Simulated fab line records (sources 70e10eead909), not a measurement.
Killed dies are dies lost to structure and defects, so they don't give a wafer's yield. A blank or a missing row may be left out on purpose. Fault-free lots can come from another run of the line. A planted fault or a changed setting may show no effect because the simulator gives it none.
fab line records    flow nand_harc
record lots=24  wafers=72  last_day=34
route steps=1302 shown A_SGD_CUT@916 A_WL_FILL@957 A_CONTACT@999
lots untouched by any fault: they come from a run of this same line in which no faults occurred
start_h: the number of hours between the record's first day and the start of the first shown wafer of the lot    wait_h: hours from the lot's prior step to this one    " the same as in the row above    L1.1+2: one row covering several wafers at once    - either no value or no given start    * or withheld: withheld    < > ~ a bound
route shown NAME@n: NAME is a module with steps in the file, n the number in the route of the first one    usual: mean/standard deviation taken from wafers without a fault    same: alike in all rows    chamber/n: place in a boat    sites: per-site readings    _std_site: their standard deviation    _edge_site: the outer-site mean with the inner-site mean subtracted    radius_mm: for every site, how far away it sits from the centre of the wafer    mask NAME#n: copy n    behind: the last tool/chamber to shape the wafer    hold: the reason the lot was held/the length of the hold in hours/how it ended    device: the n, p or np transistor that did not switch    end of line: at the end of the route, the tests of the same wafers    step lacking rows: just its recipe    killed: at the first sort, the dies lost to defects and structure; wafer yield is something else    map: a wafer's dies, x killed, . not, _ none there
set.NAME: the setting the step ran with; set.NAME@STEP: the setting that earlier step ran with    model.NAME: the simulator's own value behind a step, which no gauge read
steps of the route over a sample of lots; a table a step, a row a wafer
services: from which hour (start_h, from the record's first day; less than 0 if before it) a tool's chamber was out of use, for how many hours, and why
## steps
# step NHARC_A_SGD_CUT_THK_MEAS_22
# recipe thk_meas_gauge=ellipsometry
# usual thk_nm=148.4/1.4
lot.wafer  tool           chamber  start_h  wait_h  thk_nm
L074.2     film_metro-01  -        443.68   0.2     149.3
L074.5     "              -        "        "       150.3
L074.6     "              -        "        "       150.4
L075.3     film_metro-01  -        456.42   0.2     148.0
L075.4     "              -        "        "       148.0
L075.6     "              -        "        "       148.3
L078.1     film_metro-01  -        465.17   0.2     148.9
L078.4     "              -        "        "       148.2
L078.5     "              -        "        "       148.2
L076.3     film_metro-01  -        465.17   0.2     147.3
L076.4     "              -        "        "       149.2
L076.6     "              -        "        "       147.6
L077.2     film_metro-02  -        465.18   0.2     150.4
L077.3     "              -        "        "       148.6
L077.5     "              -        "        "       148.0
L079.2     film_metro-01  -        483.48   0.2     146.0
L079.5     "              -        "        "       148.8
L079.6     "              -        "        "       147.5
L080.3     film_metro-02  -        483.48   0.2     145.3
L080.5     "              -        "        "       149.5
L080.6     "              -        "        "       145.6
L082.1     film_metro-01  -        517.97   0.2     147.4
L082.4     "              -        "        "       149.7
L082.6     "              -        "        "       150.1
L081.2     film_metro-02  -        517.98   0.2     149.5
L081.3     "              -        "        "       148.4
L081.5     "              -        "        "       150.6
L083.1     film_metro-01  -        543.23   0.2     149.4
L083.5     "              -        "        "       148.1
L083.6     "              -        "        "       148.3
L084.1     film_metro-02  -        543.23   0.2     147.5
L084.3     "              -        "        "       148.3
L084.5     "              -        "        "       147.7
L085.2     film_metro-02  -        564.15   0.2     148.0
L085.4     "              -        "        "       149.0
L085.6     "              -        "        "       150.1
L086.1     film_metro-01  -        564.15   0.2     149.6
L086.3     "              -        "        "       147.1
L086.4     "              -        "        "       149.2
L088.1     film_metro-02  -        594.20   0.2     148.0
L088.2     "              -        "        "       145.9
L088.5     "              -        "        "       151.0
L087.2     film_metro-02  -        594.21   0.2     146.4
L087.4     "              -        "        "       149.7
L087.6     "              -        "        "       147.7
L089.4     film_metro-02  -        604.45   0.2     146.9
L089.5     "              -        "        "       146.6
L089.6     "              -        "        "       147.4
L090.1     film_metro-02  -        610.20   0.2     150.7
L090.4     "              -        "        "       149.3
L090.5     "              -        "        "       150.6
L092.1     film_metro-01  -        622.79   0.2     147.7
L092.2     "              -        "        "       149.7
L092.6     "              -        "        "       149.9
L091.1     film_metro-02  -        622.79   0.2     149.7
L091.4     "              -        "        "       146.7
L091.5     "              -        "        "       149.3
L093.2     film_metro-01  -        622.87   0.2     145.2
L093.3     "              -        "        "       145.0
L093.6     "              -        "        "       148.2
L094.4     film_metro-02  -        655.17   0.2     148.9
L094.5     "              -        "        "       149.8
L094.6     "              -        "        "       147.0
L095.2     film_metro-01  -        664.37   0.2     148.7
L095.3     "              -        "        "       148.8
L095.6     "              -        "        "       149.8
L096.3     film_metro-02  -        674.39   0.2     150.1
L096.4     "              -        "        "       148.1
L096.5     "              -        "        "       149.1
L097.3     film_metro-01  -        674.39   0.2     148.6
L097.4     "              -        "        "       146.8
L097.6     "              -        "        "       150.6
# step NHARC_A_WL_FILL_ETCHBACK_04
# recipe target_depth_a=600  time_s=120  chemistry=NF3
# usual drypump_motor_current_A=5.60/0.22  oes_product_au=0.999/0.01
lot.wafer  tool          chamber  start_h  wait_h  drypump_motor_current_A  oes_product_au  rf_hours_counter_h
L074.2     rie_metal-02  0        467.11   0.4     5.63                     1.005           0.0
L074.5     "             1        "        "       5.55                     1.005           -
L074.6     "             0        "        "       5.70                     1.004           -
L075.3     rie_metal-02  0        477.26   0.2     5.69                     1.005           -
L075.4     "             1        "        "       5.54                     1.001           -
L075.6     "             0        "        "       5.63                     1.000           -
L078.1     rie_metal-03  0        489.45   0.3     5.20                     0.985           2.8
L078.4     "             1        "        "       5.79                     0.980           -
L078.5     "             0        "        "       5.22                     0.999           -
L077.2     rie_metal-01  1        492.83   0.3     5.36                     1.001           1.6
L077.3     "             1        "        "       5.34                     0.999           -
L077.5     "             0        "        "       5.94                     1.008           -
L076.4     rie_metal-02  1        492.88   0.2     5.55                     0.996           -
L076.3     "             0        "        "       5.66                     1.020           -
L076.6     "             0        "        "       5.64                     1.015           -
L080.3     rie_metal-01  1        504.32   0.3     5.35                     1.003           -
L080.5     "             0        "        "       5.95                     1.003           -
L080.6     "             1        "        "       5.36                     1.000           -
L079.2     rie_metal-02  0        504.44   0.4     5.62                     1.003           0.8
L079.6     "             1        "        "       5.55                     1.015           -
L079.5     "             0        "        "       5.63                     1.009           -
L082.1     rie_metal-03  1        537.81   0.3     5.78                     0.990           0.0
L082.4     "             1        "        "       5.81                     0.986           -
L082.6     "             0        "        "       5.21                     0.981           -
L081.2     rie_metal-01  1        541.16   0.3     5.36                     1.000           2.4
L081.3     "             1        "        "       5.35                     0.999           -
L081.5     "             1        "        "       5.35                     1.005           -
L083.1     rie_metal-01  1        563.08   0.4     5.35                     1.007           2.7
L083.6     "             0        "        "       5.95                     1.006           -
L083.5     "             1        "        "       5.35                     0.993           -
L084.1     rie_metal-02  1        563.11   0.3     5.55                     1.015           1.9
L084.3     "             0        "        "       5.66                     0.998           -
L084.5     "             1        "        "       5.56                     1.018           -
L086.1     rie_metal-02  1        583.82   0.3     5.55                     1.006           2.4
L086.4     "             1        "        "       5.55                     1.000           -
L086.3     "             0        "        "       5.65                     1.000           -
L085.2     rie_metal-01  0        584.16   0.4     5.94                     1.005           0.0
L085.4     "             0        "        "       5.96                     1.000           -
L085.6     "             0        "        "       5.95                     1.000           -
L088.2     rie_metal-02  0        616.39   0.3     5.65                     1.003           2.9
L088.1     "             1        "        "       5.55                     1.007           2.9
L088.5     "             0        "        "       5.66                     0.995           -
L087.2     rie_metal-01  1        616.41   0.3     5.36                     0.985           0.3
L087.4     "             1        "        "       5.35                     0.990           -
L087.6     "             1        "        "       5.37                     0.984           -
L089.4     rie_metal-01  0        625.29   0.3     5.94                     0.992           -
L089.5     "             1        "        "       5.34                     0.983           -
L089.6     "             0        "        "       5.95                     0.992           -
L090.1     rie_metal-02  1        630.18   0.4     5.56                     1.011           3.3
L090.4     "             0        "        "       5.65                     1.012           -
L090.5     "             1        "        "       5.56                     1.019           -
L092.2     rie_metal-02  1        643.29   0.3     5.57                     1.005           0.0
L092.1     "             0        "        "       5.66                     0.986           0.0
L092.6     "             1        "        "       5.57                     1.006           -
L091.1     rie_metal-03  1        643.60   0.3     5.78                     0.985           1.6
L091.4     "             0        "        "       5.21                     0.994           -
L091.5     "             1        "        "       5.79                     0.996           -
L093.2     rie_metal-01  0        647.19   0.3     5.92                     1.002           0.9
L093.3     "             1        "        "       5.35                     0.992           -
L093.6     "             1        "        "       5.35                     0.991           -
L094.4     rie_metal-02  0        679.15   0.3     5.65                     0.995           -
L094.5     "             0        "        "       5.61                     0.983           -
L094.6     "             1        "        "       5.55                     1.008           -
L095.2     rie_metal-01  1        689.43   0.3     5.34                     0.988           1.4
L095.3     "             1        "        "       5.35                     0.990           -
L095.6     "             1        "        "       5.35                     0.984           -
L097.4     rie_metal-02  1        697.89   0.3     5.55                     0.999           -
L097.3     "             0        "        "       5.61                     0.987           -
L097.6     "             0        "        "       5.63                     0.987           -
L096.4     rie_metal-03  0        711.16   0.3     5.23                     0.999           -
L096.3     "             1        "        "       5.78                     1.008           -
L096.5     "             1        "        "       5.77                     1.001           -
# step NHARC_A_WL_FILL_INSPECT_15
# usual raw_defect_count=464/120
lot.wafer  tool               chamber  start_h  wait_h  raw_defect_count
L074.2     defect_inspect-01  -        484.14   0.0     343
L074.5     "                  -        "        "       482
L074.6     "                  -        "        "       383
L075.3     defect_inspect-02  -        493.82   0.0     591
L075.4     "                  -        "        "       327
L075.6     "                  -        "        "       287
L077.2     defect_inspect-02  -        508.75   0.0     388
L077.3     "                  -        "        "       547
L077.5     "                  -        "        "       346
L078.1     defect_inspect-01  -        508.77   0.0     402
L078.4     "                  -        "        "       837
L078.5     "                  -        "        "       556
L076.3     defect_inspect-02  -        508.89   0.0     508
L076.4     "                  -        "        "       377
L076.6     "                  -        "        "       540
L080.3     defect_inspect-02  -        521.46   0.0     739
L080.5     "                  -        "        "       390
L080.6     "                  -        "        "       413
L079.2     defect_inspect-01  -        521.46   0.0     433
L079.5     "                  -        "        "       405
L079.6     "                  -        "        "       491
L082.1     defect_inspect-01  -        554.21   0.0     437
L082.4     "                  -        "        "       539
L082.6     "                  -        "        "       492
L081.2     defect_inspect-02  -        558.23   0.0     675
L081.3     "                  -        "        "       474
L081.5     "                  -        "        "       600
L083.1     defect_inspect-02  -        583.27   0.0     359
L083.5     "                  -        "        "       515
L083.6     "                  -        "        "       517
L084.1     defect_inspect-01  -        583.28   0.0     493
L084.3     "                  -        "        "       648
L084.5     "                  -        "        "       526
L086.1     defect_inspect-02  -        601.86   0.0     461
L086.3     "                  -        "        "       495
L086.4     "                  -        "        "       455
L085.2     defect_inspect-02  -        602.00   0.0     256
L085.4     "                  -        "        "       227
L085.6     "                  -        "        "       271
L088.1     defect_inspect-01  -        633.20   0.0     376
L088.2     "                  -        "        "       353
L088.5     "                  -        "        "       466
L087.2     defect_inspect-02  -        633.35   0.0     419
L087.4     "                  -        "        "       370
L087.6     "                  -        "        "       359
L089.4     defect_inspect-02  -        643.10   0.0     378
L089.5     "                  -        "        "       385
L089.6     "                  -        "        "       459
L090.1     defect_inspect-01  -        646.64   0.0     477
L090.4     "                  -        "        "       518
L090.5     "                  -        "        "       710
L091.1     defect_inspect-02  -        661.51   0.0     459
L091.4     "                  -        "        "       434
L091.5     "                  -        "        "       551
L093.2     defect_inspect-01  -        661.53   0.0     543
L093.3     "                  -        "        "       720
L093.6     "                  -        "        "       672
L092.1     defect_inspect-02  -        661.67   0.0     561
L092.2     "                  -        "        "       510
L092.6     "                  -        "        "       437
L094.4     defect_inspect-02  -        696.09   0.0     419
L094.5     "                  -        "        "       440
L094.6     "                  -        "        "       483
L095.2     defect_inspect-01  -        706.32   0.0     374
L095.3     "                  -        "        "       438
L095.6     "                  -        "        "       594
L097.3     defect_inspect-02  -        717.21   0.0     599
L097.4     "                  -        "        "       690
L097.6     "                  -        "        "       577
L096.3     defect_inspect-01  -        732.12   0.0     302
L096.4     "                  -        "        "       261
L096.5     "                  -        "        "       272
# step NHARC_A_CONTACT_INSPECT_44
# usual raw_defect_count=82/39
lot.wafer  tool               chamber  start_h  wait_h  raw_defect_count
L074.2     defect_inspect-02  -        494.32   0.0     24
L074.5     "                  -        "        "       17
L074.6     "                  -        "        "       15
L075.3     defect_inspect-01  -        499.61   0.0     138
L075.4     "                  -        "        "       96
L075.6     "                  -        "        "       95
L077.2     defect_inspect-02  -        514.49   0.0     121
L077.3     "                  -        "        "       97
L077.5     "                  -        "        "       109
L078.1     defect_inspect-01  -        514.89   0.0     15
L078.4     "                  -        "        "       14
L078.5     "                  -        "        "       18
L076.3     defect_inspect-01  -        516.35   0.0     71
L076.4     "                  -        "        "       75
L076.6     "                  -        "        "       65
L080.3     defect_inspect-01  -        531.00   0.0     77
L080.5     "                  -        "        "       68
L080.6     "                  -        "        "       77
L079.2     defect_inspect-02  -        531.30   0.0     108
L079.5     "                  -        "        "       95
L079.6     "                  -        "        "       113
L082.1     defect_inspect-01  -        560.55   0.0     98
L082.4     "                  -        "        "       110
L082.6     "                  -        "        "       122
L081.2     defect_inspect-02  -        566.39   0.0     116
L081.3     "                  -        "        "       124
L081.5     "                  -        "        "       120
L083.1     defect_inspect-01  -        589.02   0.0     129
L083.5     "                  -        "        "       127
L083.6     "                  -        "        "       114
L084.1     defect_inspect-02  -        589.22   0.0     14
L084.3     "                  -        "        "       19
L084.5     "                  -        "        "       21
L086.1     defect_inspect-02  -        608.30   0.0     132
L086.3     "                  -        "        "       136
L086.4     "                  -        "        "       148
L085.2     defect_inspect-02  -        609.04   0.0     29
L085.4     "                  -        "        "       20
L085.6     "                  -        "        "       31
L088.1     defect_inspect-01  -        639.01   0.0     111
L088.2     "                  -        "        "       105
L088.5     "                  -        "        "       116
L087.2     defect_inspect-02  -        639.21   0.0     70
L087.4     "                  -        "        "       60
L087.6     "                  -        "        "       73
L089.4     defect_inspect-01  -        648.97   0.0     110
L089.5     "                  -        "        "       102
L089.6     "                  -        "        "       91
L090.1     defect_inspect-02  -        653.81   0.0     112
L090.4     "                  -        "        "       113
L090.5     "                  -        "        "       123
L091.1     defect_inspect-02  -        667.28   0.0     97
L091.4     "                  -        "        "       104
L091.5     "                  -        "        "       110
L093.2     defect_inspect-02  -        667.87   0.0     65
L093.3     "                  -        "        "       79
L093.6     "                  -        "        "       61
L092.1     defect_inspect-01  -        671.47   0.0     64
L092.2     "                  -        "        "       75
L092.6     "                  -        "        "       67
L094.4     defect_inspect-01  -        701.78   0.0     108
L094.5     "                  -        "        "       123
L094.6     "                  -        "        "       120
L095.2     defect_inspect-02  -        712.43   0.0     102
L095.3     "                  -        "        "       79
L095.6     "                  -        "        "       96
L097.3     defect_inspect-01  -        722.92   0.0     110
L097.4     "                  -        "        "       123
L097.6     "                  -        "        "       96
L096.3     defect_inspect-01  -        737.90   0.0     15
L096.4     "                  -        "        "       17
L096.5     "                  -        "        "       12
# step NHARC_A_CONTACT_ETCH_123
# recipe source_w=withheld  pressure_mtorr=20  bias_v=400  time_s=490  target_depth_a=21100  ar_flow_sccm=withheld  c4f8_flow_sccm=11.5  o2_flow_sccm=7.2  chemistry=C4F8/O2/Ar
lot.wafer  tool             chamber  start_h  wait_h  rf_hours_counter_h
L074.2     har_cap_etch-02  0        498.28   0.1     82
L074.6     "                0        "        "       -
L074.5     "                1        "        "       -
L075.4     har_cap_etch-02  0        503.88   0.3     -
L075.3     "                1        "        "       -
L075.6     "                1        "        "       -
L077.2     har_cap_etch-01  1        518.45   0.1     2
L077.3     "                0        "        "       -
L077.5     "                1        "        "       -
L078.1     har_cap_etch-02  1        518.85   0.1     89
L078.4     "                1        "        "       -
L078.5     "                1        "        "       -
L076.4     har_cap_etch-01  1        521.23   0.3     -
L076.3     "                0        "        "       -
L076.6     "                1        "        "       -
L080.3     har_cap_etch-01  1        535.23   0.3     -
L080.6     "                0        "        "       -
L080.5     "                1        "        "       -
L079.2     har_cap_etch-02  1        535.35   0.1     93
L079.5     "                1        "        "       -
L079.6     "                0        "        "       -
L082.1     har_cap_etch-02  0        564.61   0.2     98
L082.4     "                1        "        "       -
L082.6     "                1        "        "       -
L081.2     har_cap_etch-03  0        570.43   0.1     53
L081.3     "                1        "        "       -
L081.5     "                1        "        "       -
L084.1     har_cap_etch-02  0        593.18   0.1     102
L084.3     "                0        "        "       -
L084.5     "                1        "        "       -
L083.1     har_cap_etch-03  0        593.43   0.2     57
L083.6     "                1        "        "       -
L083.5     "                0        "        "       -
L086.1     har_cap_etch-03  1        612.89   0.2     59
L086.3     "                1        "        "       -
L086.4     "                0        "        "       -
L085.2     har_cap_etch-01  0        613.86   0.1     18
L085.4     "                0        "        "       -
L085.6     "                1        "        "       -
L088.1     har_cap_etch-01  0        642.99   0.1     22
L088.2     "                1        "        "       22
L088.5     "                0        "        "       -
L087.2     har_cap_etch-02  1        643.76   0.1     110
L087.4     "                0        "        "       -
L087.6     "                0        "        "       -
L089.4     har_cap_etch-03  0        653.20   0.3     -
L089.6     "                1        "        "       -
L089.5     "                0        "        "       -
L090.1     har_cap_etch-03  0        657.81   0.1     67
L090.4     "                0        "        "       -
L090.5     "                1        "        "       -
L091.1     har_cap_etch-02  1        671.24   0.1     116
L091.4     "                0        "        "       -
L091.5     "                1        "        "       -
L093.2     har_cap_etch-03  1        672.19   0.1     70
L093.3     "                0        "        "       -
L093.6     "                0        "        "       -
L092.1     har_cap_etch-02  1        675.43   0.1     118
L092.2     "                0        "        "       118
L092.6     "                0        "        "       -
L094.4     har_cap_etch-01  0        706.77   0.4     -
L094.6     "                1        "        "       -
L094.5     "                0        "        "       -
L095.2     har_cap_etch-02  0        716.75   0.1     124
L095.3     "                1        "        "       -
L095.6     "                0        "        "       -
L097.3     har_cap_etch-02  0        727.42   0.3     -
L097.4     "                1        "        "       -
L097.6     "                0        "        "       -
L096.4     har_cap_etch-02  0        742.49   0.3     -
L096.3     "                1        "        "       -
L096.5     "                0        "        "       -
# step NHARC_A_CONTACT_STRIP_55
# recipe o2_flow_sccm=500  ar_flow_sccm=0  bias_w=0  chemistry=O2
# usual drypump_motor_current_A=5.7/0.42  oes_product_au=0.998/0.011  rf_vpp_V=57.8/1  showerhead_plenum_p_Torr=3.52/0.17  throttle_valve_pct=17.035/0.0092
lot.wafer  tool         chamber  start_h  wait_h  drypump_motor_current_A  oes_product_au  rf_hours_counter_h  rf_vpp_V  showerhead_plenum_p_Torr  throttle_valve_pct
L074.2     rie_diel-13  1        -        -       5.4                      0.996           49                  57.2      3.56                      17.045
L074.5     "            0        "        "       5.0                      0.988           -                   58.1      3.72                      17.039
L074.6     "            1        "        "       5.3                      0.985           -                   58.5      3.56                      17.039
L075.3     rie_diel-03  3        -        -       5.7                      0.995           5                   58.4      3.28                      17.024
L075.4     "            1        "        "       5.8                      0.992           7                   58.4      3.57                      17.048
L075.6     "            2        "        "       6.0                      1.015           -                   58.3      3.56                      17.025
L077.2     rie_diel-03  2        -        -       6.0                      1.001           8                   56.7      3.56                      17.033
L077.3     "            0        "        "       6.0                      0.997           8                   59.4      3.28                      17.045
L077.5     "            1        "        "       5.7                      0.982           -                   57.7      3.57                      17.037
L078.4     rie_diel-03  2        520.59   -       6.1                      1.008           8                   58.0      3.56                      17.046
L078.1     "            0        "        "       6.0                      1.004           8                   56.6      3.28                      17.027
L078.5     "            2        "        "       6.0                      0.999           -                   57.7      3.56                      17.037
L076.3     rie_diel-09  0        -        -       4.9                      0.989           5                   58.2      3.51                      17.037
L076.4     "            1        "        "       5.8                      1.015           5                   58.7      3.77                      17.031
L076.6     "            0        "        "       4.9                      0.996           -                   56.2      3.51                      17.043
L080.3     rie_diel-03  3        -        -       5.7                      1.005           10                  57.6      3.28                      17.022
L080.5     "            3        "        "       5.7                      1.003           -                   55.6      3.28                      17.023
L080.6     "            0        "        "       6.0                      1.016           -                   57.2      3.27                      17.037
L079.2     rie_diel-13  2        -        -       5.1                      0.977           4                   57.2      3.62                      17.053
L079.5     "            2        "        "       5.1                      0.992           -                   58.9      3.62                      17.039
L079.6     "            3        "        "       6.4                      0.982           -                   57.6      3.34                      17.035
L082.1     rie_diel-03  2        -        -       6.0                      1.005           15                  58.3      3.56                      17.052
L082.4     "            3        "        "       5.7                      0.995           14                  57.7      3.28                      17.047
L082.6     "            1        "        "       5.8                      1.002           -                   58.2      3.57                      17.024
L081.3     rie_diel-03  3        -        -       5.7                      1.010           14                  55.5      3.28                      17.014
L081.2     "            1        "        "       5.8                      0.988           17                  58.1      3.57                      17.037
L081.5     "            0        "        "       6.0                      0.998           -                   56.5      3.27                      17.024
L084.3     rie_diel-03  3        -        -       5.7                      1.006           17                  57.4      3.28                      17.019
L084.1     "            0        "        "       6.0                      1.014           17                  57.8      3.27                      17.040
L084.5     "            3        "        "       5.7                      1.002           -                   55.5      3.28                      17.031
L083.1     rie_diel-09  2        -        -       6.2                      1.012           30                  55.6      3.47                      17.019
L083.6     "            1        "        "       5.8                      1.021           -                   58.1      3.76                      17.026
L083.5     "            2        "        "       6.2                      1.002           -                   56.0      3.47                      17.044
L086.1     rie_diel-13  2        -        -       5.1                      0.989           28                  58.0      3.61                      17.042
L086.4     "            3        "        "       6.4                      0.983           30                  56.9      3.32                      17.033
L086.3     "            1        "        "       5.3                      0.984           25                  57.9      3.55                      17.048
L085.2     rie_diel-03  3        -        -       5.7                      1.004           22                  58.4      3.27                      17.037
L085.4     "            1        "        "       5.8                      0.991           24                  56.0      3.56                      17.033
L085.6     "            2        "        "       6.0                      1.003           -                   57.7      3.55                      17.052
L088.2     rie_diel-13  0        -        -       5.1                      0.992           40                  58.2      3.69                      17.038
L088.1     "            1        "        "       5.4                      0.988           36                  59.5      3.54                      17.035
L088.5     "            1        "        "       5.4                      0.992           -                   58.4      3.54                      17.048
L087.4     rie_diel-13  2        -        -       5.1                      0.994           37                  56.9      3.60                      17.025
L087.2     "            3        "        "       6.4                      0.991           39                  56.4      3.32                      17.034
L087.6     "            1        "        "       5.4                      0.988           -                   57.1      3.54                      17.030
L089.4     rie_diel-09  1        -        -       5.8                      1.011           37                  60.6      3.76                      17.032
L089.5     "            3        "        "       6.0                      1.022           -                   57.8      3.78                      17.035
L089.6     "            0        "        "       4.9                      0.997           -                   57.3      3.48                      17.044
L090.4     rie_diel-13  1        -        -       5.3                      0.981           41                  57.5      3.54                      17.048
L090.1     "            2        "        "       5.1                      0.987           42                  59.1      3.60                      17.023
L090.5     "            1        "        "       5.4                      0.982           -                   57.6      3.54                      17.036
L091.1     rie_diel-03  1        -        -       5.8                      0.966           6                   56.9      3.56                      17.025
L091.4     "            3        "        "       5.7                      0.998           5                   57.4      3.27                      17.031
L091.5     "            0        "        "       6.0                      1.004           -                   58.0      3.80                      17.015
L093.3     rie_diel-03  0        -        -       6.0                      1.007           6                   58.9      3.80                      17.025
L093.2     "            1        "        "       5.8                      0.973           6                   58.3      3.56                      17.043
L093.6     "            3        "        "       5.7                      0.992           -                   57.8      3.27                      17.024
L092.2     rie_diel-03  1        -        -       5.8                      0.981           7                   58.3      3.56                      17.053
L092.1     "            2        "        "       6.0                      1.008           6                   58.9      3.55                      17.041
L092.6     "            3        "        "       5.7                      1.007           -                   57.5      3.27                      17.038
L094.4     rie_diel-03  0        -        -       6.0                      1.006           12                  59.9      3.80                      17.029
L094.5     "            3        "        "       5.7                      1.006           -                   56.4      3.27                      17.042
L094.6     "            0        "        "       6.0                      1.005           -                   58.3      3.80                      17.026
L095.3     rie_diel-13  3        -        -       6.4                      0.996           4                   58.1      3.30                      17.032
L095.2     "            1        "        "       5.3                      0.999           4                   57.7      3.53                      17.014
L095.6     "            3        "        "       6.4                      1.008           -                   57.4      3.30                      17.046
L097.4     rie_diel-09  0        -        -       4.9                      0.982           17                  58.4      3.47                      17.028
L097.3     "            1        "        "       5.8                      1.017           15                  59.1      3.74                      17.035
L097.6     "            3        "        "       6.0                      1.003           -                   58.1      3.77                      17.032
L096.3     rie_diel-13  2        -        -       5.1                      1.000           15                  59.4      3.58                      17.045
L096.4     "            3        "        "       6.4                      1.005           14                  57.7      3.30                      17.041
L096.5     "            3        "        "       6.4                      1.003           -                   57.2      3.30                      17.035
## services
tool             chamber  start_h  hours  kind
rie_diel-03      0        443.78   4.8    repair
rie_diel-03      -        445.47   0.8    repair
har_cap_etch-03  -        449.43   1.6    repair
rie_diel-03      0        450.98   7.5    repair
rie_metal-02     -        454.00   9.0    pm
rie_diel-03      -        458.39   9.0    pm
rie_diel-09      0        459.93   16.0   repair
rie_metal-03     -        471.93   0.5    repair
har_cap_etch-03  -        476.73   4.5    repair
rie_diel-13      -        478.05   0.4    repair
har_cap_etch-01  -        497.00   17.0   pm
rie_diel-09      -        497.23   9.0    pm
rie_metal-03     -        519.00   9.0    pm
rie_diel-13      1        534.71   5.6    repair
rie_metal-02     0        567.38   6.2    repair
rie_metal-01     -        575.00   9.0    pm
rie_metal-02     -        631.00   9.0    pm
rie_diel-03      -        635.49   9.0    pm
rie_metal-02     0        644.25   15.1   repair
rie_diel-13      -        697.55   9.0    pm
har_cap_etch-02  -        704.55   3.0    repair
rie_diel-03      1        709.16   9.5    repair
rie_diel-13      0        716.02   8.3    repair
rie_diel-03      2        719.35   2.9    repair
## key
fault none
